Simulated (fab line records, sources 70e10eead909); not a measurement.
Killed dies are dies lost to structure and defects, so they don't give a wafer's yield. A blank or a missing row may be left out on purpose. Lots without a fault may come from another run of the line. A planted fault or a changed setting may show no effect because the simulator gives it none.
Which tool did it? | flow nand_harc | 15 lots, 45 wafers sampled, at 4 steps of a route of 1302

WHAT THE GAUGES READ, wafer by wafer
The record holds no reading of a measuring or inspecting step that can be judged against a usual standard deviation.

WHICH TOOL RAN EACH LOT (tool, then ch and the chambers of the sampled wafers, then the start)
lot  | NHARC_P_GATE_ETCHBACK_37                      | NHARC_P_GATE_IMPLANT_94         | NHARC_P_GATE_RTA_80              | NHARC_P_GATE_RTA_82
L926 | rie_diel-10 ch 0,2,3, day 6 15:29 or earlier  | implanter-01 ch 0, day 6 15:29  | rtp_anneal-02 ch 0, day 6 17:34  | rtp_anneal-01 ch 0, day 6 18:08
L927 | rie_diel-10 ch 0,2,3, day 6 17:23 or earlier  | implanter-01 ch 0, day 6 17:23  | rtp_anneal-01 ch 0, day 6 19:32  | rtp_anneal-01 ch 0, day 6 19:59
L928 | rie_diel-10 ch 0,2,3, day 6 23:11 or earlier  | implanter-01 ch 0, day 6 23:11  | rtp_anneal-02 ch 0, day 7 01:18  | rtp_anneal-01 ch 0, day 7 01:46
L930 | rie_diel-13 ch 0,1,2, day 7 18:50 or earlier  | implanter-01 ch 0, day 7 18:50  | rtp_anneal-02 ch 0, day 7 20:56  | rtp_anneal-01 ch 0, day 7 21:24
L932 | rie_diel-10 ch 0,2, day 8 20:03 or earlier    | implanter-01 ch 0, day 8 20:03  | rtp_anneal-01 ch 0, day 8 22:10  | rtp_anneal-01 ch 0, day 8 22:46
L933 | rie_diel-09 ch 1,2, day 8 20:17 or earlier    | implanter-02 ch 0, day 8 20:17  | rtp_anneal-01 ch 0, day 8 22:35  | rtp_anneal-02 ch 0, day 8 23:03
L935 | rie_diel-10 ch 0,2, day 10 00:07 or earlier   | implanter-02 ch 0, day 10 00:07 | rtp_anneal-02 ch 0, day 10 02:15 | rtp_anneal-01 ch 0, day 10 02:43
L936 | rie_diel-09 ch 1,2,3, day 10 06:35 or earlier | implanter-02 ch 0, day 10 06:35 | rtp_anneal-01 ch 0, day 10 08:41 | rtp_anneal-02 ch 0, day 10 09:09
L938 | rie_diel-10 ch 0,2, day 10 21:35 or earlier   | implanter-01 ch 0, day 10 21:35 | rtp_anneal-01 ch 0, day 10 23:43 | rtp_anneal-02 ch 0, day 11 00:10
L939 | rie_diel-10 ch 1,2, day 11 21:03 or earlier   | implanter-02 ch 0, day 11 21:03 | rtp_anneal-01 ch 0, day 11 23:08 | rtp_anneal-02 ch 0, day 11 23:35
L940 | rie_diel-09 ch 0,1,3, day 11 22:53 or earlier | implanter-02 ch 0, day 11 22:53 | rtp_anneal-01 ch 0, day 12 00:59 | rtp_anneal-02 ch 0, day 12 01:28
L942 | rie_diel-10 ch 1,2,3, day 12 20:02 or earlier | implanter-01, day 12 20:02      | rtp_anneal-01 ch 0, day 12 22:10 | rtp_anneal-01 ch 0, day 12 22:37
L943 | rie_diel-10 ch 0,1, day 13 03:58 or earlier   | implanter-02, day 13 03:58      | rtp_anneal-02 ch 0, day 13 06:04 | rtp_anneal-01 ch 0, day 13 06:31
L944 | rie_diel-13 ch 1,2,3, day 13 21:56 or earlier | implanter-02, day 13 21:56      | rtp_anneal-02 ch 0, day 14 00:02 | rtp_anneal-01 ch 0, day 14 00:30
L945 | rie_diel-13 ch 0,3, day 14 05:41 or earlier   | implanter-01 ch 0, day 14 05:41 | rtp_anneal-02 ch 0, day 14 07:55 | rtp_anneal-02 ch 0, day 14 08:23
- NHARC_P_GATE_ETCHBACK_37: etches the open film in CHF3/O2, target depth 34.5 nm, time 17.2 s.
- NHARC_P_GATE_IMPLANT_94
- NHARC_P_GATE_RTA_80: time 30 s.
- NHARC_P_GATE_RTA_82: time 30 s.

WHAT THE TOOLS THEMSELVES READ (means of the sampled wafers that have a number; where no wafer has one, the mark that the record gives instead)
NHARC_P_GATE_ETCHBACK_37. Usual: chf3_flow_sccm 50.02 sccm, standard deviation 0.15; drypump_motor_current_A 5.8 A, standard deviation 0.48; oes_product_au 0.94 a.u., standard deviation 0.03; rf_vpp_V 370.8 V, standard deviation 2.2; showerhead_plenum_p_Torr 2.41 Torr, standard deviation 0.093; throttle_valve_pct 20.573 %, standard deviation 0.0092.
lot  | tool        | chf3_flow_sccm (sccm) | drypump_motor_current_A (A) | oes_product_au (a.u.) | rf_vpp_V (V) | showerhead_plenum_p_Torr (Torr) | throttle_valve_pct (%) | flag
L926 | rie_diel-10 | 49.85                 | 5.7                         | 0.99                  | 371.6        | 2.42                            | 20.570                 |
L927 | rie_diel-10 | 50.13                 | 5.6                         | 0.95                  | 371.3        | 2.42                            | 20.571                 |
L928 | rie_diel-10 | 50.02                 | 5.6                         | 0.92                  | 371.1        | 2.42                            | 20.581                 |
L930 | rie_diel-13 | 49.95                 | 6.0                         | 0.94                  | 373.0        | 2.48                            | 20.565                 |
L932 | rie_diel-10 | 49.87                 | 6.1                         | 0.92                  | 369.0        | 2.33                            | 20.579                 |
L933 | rie_diel-09 | 50.01                 | 5.4                         | 0.92                  | 369.3        | 2.35                            | 20.578                 |
L935 | rie_diel-10 | 49.94                 | 6.1                         | 0.93                  | 369.5        | 2.33                            | 20.575                 |
L936 | rie_diel-09 | 49.98                 | 5.5                         | 0.92                  | 370.9        | 2.41                            | 20.584                 |
L938 | rie_diel-10 | 49.94                 | 6.1                         | 0.92                  | 368.6        | 2.33                            | 20.579                 |
L939 | rie_diel-10 | 50.07                 | 6.4                         | 1.01                  | 370.1        | 2.39                            | 20.571                 |
L940 | rie_diel-09 | 50.03                 | 5.8                         | 0.98                  | 370.6        | 2.39                            | 20.574                 |
L942 | rie_diel-10 | 49.99                 | 6.0                         | 0.93                  | 371.6        | 2.44                            | 20.572                 |
L943 | rie_diel-10 | 49.99                 | 6.0                         | 1.00                  | 371.2        | 2.43                            | 20.579                 |
L944 | rie_diel-13 | 50.06                 | 5.7                         | 0.93                  | 371.8        | 2.45                            | 20.574                 |
L945 | rie_diel-13 | 50.07                 | 5.6                         | 0.94                  | 370.2        | 2.37                            | 20.567                 |

NHARC_P_GATE_IMPLANT_94. Usual: beam_energy_keV 59.997, standard deviation 0.017; beam_on_s 22.8 s, standard deviation 1.5; dose_ions_cm2 1.9996e+15, standard deviation 2e+12.
lot  | tool         | beam_energy_keV | beam_on_s (s) | dose_ions_cm2 | flag
L926 | implanter-01 | 59.991          | 21.1          | 2.0000e+15    |
L927 | implanter-01 | 60.001          | 21.2          | 1.9982e+15    |
L928 | implanter-01 | 60.016          | 21.6          | 2.0017e+15    |
L930 | implanter-01 | 59.982          | 20.9          | 2.0007e+15    |
L932 | implanter-01 | 60.006          | 21.2          | 1.9989e+15    |
L933 | implanter-02 | 59.956          | 23.9          | 2.0016e+15    |
L935 | implanter-02 | 60.001          | 24.4          | 1.9985e+15    |
L936 | implanter-02 | 59.985          | 24.2          | 2.0009e+15    |
L938 | implanter-01 | 60.013          | 21.6          | 1.9988e+15    |
L939 | implanter-02 | 59.995          | 24.3          | 1.9990e+15    |
L940 | implanter-02 | 59.983          | 24.2          | 1.9959e+15    |
L942 | implanter-01 | -               | -             | -             | OFF
L943 | implanter-02 | -               | -             | -             | OFF
L944 | implanter-02 | -               | -             | -             | OFF
L945 | implanter-01 | 60.015          | 21.2          | 2.0000e+15    |

NHARC_P_GATE_RTA_80. Usual: lamp_power_pct 2.10 %, standard deviation 0.098; lamp_zone_3_pct 2.10 %, standard deviation 0.098; lamp_zone_5_pct 2.10 %, standard deviation 0.098; lamp_zone_6_pct 2.08 %, standard deviation 0.097; wafer_temp_C_max 301.3, standard deviation 0.37.
lot  | tool          | lamp_power_pct (%) | lamp_zone_3_pct (%) | lamp_zone_5_pct (%) | lamp_zone_6_pct (%) | wafer_temp_C_max | flag
L926 | rtp_anneal-02 | 1.99               | 1.99                | 1.98                | 1.97                | 300.9            |
L927 | rtp_anneal-01 | 2.18               | 2.18                | 2.18                | 2.16                | 301.4            |
L928 | rtp_anneal-02 | 1.98               | 1.99                | 1.99                | 1.96                | 300.9            |
L930 | rtp_anneal-02 | 1.99               | 1.99                | 1.99                | 1.97                | 300.9            |
L932 | rtp_anneal-01 | 2.19               | 2.19                | 2.19                | 2.17                | 301.4            |
L933 | rtp_anneal-01 | 2.19               | 2.19                | 2.19                | 2.16                | 301.6            |
L935 | rtp_anneal-02 | 1.99               | 1.99                | 1.99                | 1.97                | 301.0            |
L936 | rtp_anneal-01 | 2.18               | 2.18                | 2.19                | 2.16                | 301.5            |
L938 | rtp_anneal-01 | 2.18               | 2.18                | 2.18                | 2.16                | 301.5            |
L939 | rtp_anneal-01 | 2.19               | 2.19                | 2.19                | 2.17                | 301.2            |
L940 | rtp_anneal-01 | 2.18               | 2.18                | 2.18                | 2.16                | 301.4            |
L942 | rtp_anneal-01 | 2.19               | 2.19                | 2.19                | 2.16                | 302.0            |
L943 | rtp_anneal-02 | 1.99               | 1.99                | 1.99                | 1.97                | 301.1            |
L944 | rtp_anneal-02 | 1.98               | 1.99                | 1.98                | 1.97                | 301.0            |
L945 | rtp_anneal-02 | 1.99               | 1.99                | 1.99                | 1.97                | 301.1            |

NHARC_P_GATE_RTA_82. Usual: lamp_power_pct 4.16 %, standard deviation 0.18; lamp_zone_3_pct 4.16 %, standard deviation 0.18; lamp_zone_5_pct 4.18 %, standard deviation 0.18; lamp_zone_6_pct 4.13 %, standard deviation 0.18; wafer_temp_C_max 452.0, standard deviation 0.51.
lot  | tool          | lamp_power_pct (%) | lamp_zone_3_pct (%) | lamp_zone_5_pct (%) | lamp_zone_6_pct (%) | wafer_temp_C_max | flag
L926 | rtp_anneal-01 | 4.29               | 4.29                | 4.31                | 4.26                | 452.0            |
L927 | rtp_anneal-01 | 4.30               | 4.29                | 4.31                | 4.26                | 451.9            |
L928 | rtp_anneal-01 | 4.29               | 4.29                | 4.31                | 4.26                | 452.2            |
L930 | rtp_anneal-01 | 4.30               | 4.29                | 4.31                | 4.26                | 452.0            |
L932 | rtp_anneal-01 | 4.29               | 4.29                | 4.31                | 4.26                | 452.4            |
L933 | rtp_anneal-02 | 3.90               | 3.91                | 3.92                | 3.87                | 451.5            |
L935 | rtp_anneal-01 | 4.29               | 4.30                | 4.31                | 4.26                | 451.7            |
L936 | rtp_anneal-02 | 3.91               | 3.91                | 3.92                | 3.88                | 451.7            |
L938 | rtp_anneal-02 | 3.90               | 3.90                | 3.92                | 3.87                | 451.4            |
L939 | rtp_anneal-02 | 3.90               | 3.90                | 3.92                | 3.88                | 451.6            |
L940 | rtp_anneal-02 | 3.90               | 3.90                | 3.92                | 3.88                | 451.4            |
L942 | rtp_anneal-01 | 4.29               | 4.29                | 4.31                | 4.26                | 452.6            |
L943 | rtp_anneal-01 | 4.29               | 4.30                | 4.31                | 4.26                | 452.1            |
L944 | rtp_anneal-01 | 4.29               | 4.30                | 4.31                | 4.25                | 452.3            |
L945 | rtp_anneal-02 | 3.90               | 3.91                | 3.92                | 3.88                | 451.7            |

THE ANSWER, worked out from the rows above alone
Rule: a lot is off if the mean of its wafers that have a number lies more than 3 standard deviations from the usual mean. A lot without any number at a reading at which 4 lots or more have one is off too. The other lots that the step has rows for count as sound. The gauges are gone through in route order, then the tools' own readings, and for those a lot's mean is taken as printed above. The first step at which some lot is off is used, and at that step the reading that is off furthest; a lot without a number counts as furthest.
Off: L942, L943, L944, at NHARC_P_GATE_IMPLANT_94 (beam_energy_keV). Without a number there: L942, L943, L944.
A tool fits if, at that step or a process step before it, it ran every lot that is off, and no sound lot after the first of them. NHARC_P_GATE_ETCHBACK_37 gives no start for some lots, so the hours and the order of its lots are those of NHARC_P_GATE_IMPLANT_94. None of those tried fits.

WHAT THE SIMULATOR HAD PUT IN
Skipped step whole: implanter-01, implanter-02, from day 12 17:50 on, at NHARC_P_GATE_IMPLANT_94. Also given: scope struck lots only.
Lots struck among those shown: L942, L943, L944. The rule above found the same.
